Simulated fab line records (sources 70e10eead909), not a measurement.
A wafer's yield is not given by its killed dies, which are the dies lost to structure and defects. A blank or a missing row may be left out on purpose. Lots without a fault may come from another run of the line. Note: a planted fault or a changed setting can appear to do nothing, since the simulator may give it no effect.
Which tool was responsible? || flow nand_harc || 15 lots (45 wafers sampled), 1 step of a 1159-step route

WHAT THE GAUGES SHOWED, per wafer
NHARC_P_M0_INSPECT_27. Usual: raw_defect_count 308, standard deviation 130.
{"lot": "L675", "measured": "day 5 22:53", "on": "defect_inspect-01", "raw_defect_count": "261 257 335", "flag": ""}
{"lot": "L676", "measured": "day 6 13:49", "on": "defect_inspect-01", "raw_defect_count": "200 263 148", "flag": ""}
{"lot": "L677", "measured": "day 6 16:56", "on": "defect_inspect-01", "raw_defect_count": "266 278 376", "flag": ""}
{"lot": "L678", "measured": "day 6 17:17", "on": "defect_inspect-02", "raw_defect_count": "452 274 409", "flag": ""}
{"lot": "L679", "measured": "day 7 03:56", "on": "defect_inspect-01", "raw_defect_count": "331 1120 464", "flag": ""}
{"lot": "L681", "measured": "day 7 12:27", "on": "defect_inspect-02", "raw_defect_count": "305 292 394", "flag": ""}
{"lot": "L684", "measured": "day 8 04:40", "on": "defect_inspect-01", "raw_defect_count": "466 157 242", "flag": ""}
{"lot": "L686", "measured": "day 8 16:00", "on": "defect_inspect-01", "raw_defect_count": "443 331 342", "flag": ""}
{"lot": "L688", "measured": "day 9 09:04", "on": "defect_inspect-02", "raw_defect_count": "323 333 199", "flag": ""}
{"lot": "L690", "measured": "day 10 00:17", "on": "defect_inspect-01", "raw_defect_count": "296 228 367", "flag": ""}
{"lot": "L689", "measured": "day 10 00:47", "on": "defect_inspect-02", "raw_defect_count": "206 238 357", "flag": ""}
{"lot": "L691", "measured": "day 10 01:24", "on": "defect_inspect-01", "raw_defect_count": "205 181 186", "flag": ""}
{"lot": "L693", "measured": "day 10 06:37", "on": "defect_inspect-02", "raw_defect_count": "264 212 250", "flag": ""}
{"lot": "L692", "measured": "day 10 09:15", "on": "defect_inspect-02", "raw_defect_count": "272 178 290", "flag": ""}
{"lot": "L698", "measured": "day 11 10:36", "on": "defect_inspect-01", "raw_defect_count": "492 467 406", "flag": ""}

EACH LOT AND THE TOOL THAT RAN IT (in order: tool; ch and the chambers of the sampled wafers; start)
The record shows no process step preceding these readings.

AS READ BY THE TOOLS THEMSELVES (means over the sampled wafers that have a number; for cases with no such wafer, the mark the record gives instead)
The record holds no such reading with a usual standard deviation.

THE ANSWER, worked out from the rows above alone
Rule: take the mean of a lot's wafers that have a number; if it is more than 3 standard deviations from the usual mean, the lot is off. A lot without any number at a reading at which 4 lots or more have one is off too. Any other lot the step has rows for is counted as sound. The gauges are gone through in route order, then the tools' own readings, and for those a lot's mean is taken as printed above. The first step at which some lot is off is used, and at that step the reading that is off furthest; a lot without a number counts as furthest.
No lot is off at any reading shown: from this, nothing can be told.

WHAT WAS PUT IN BY THE SIMULATOR
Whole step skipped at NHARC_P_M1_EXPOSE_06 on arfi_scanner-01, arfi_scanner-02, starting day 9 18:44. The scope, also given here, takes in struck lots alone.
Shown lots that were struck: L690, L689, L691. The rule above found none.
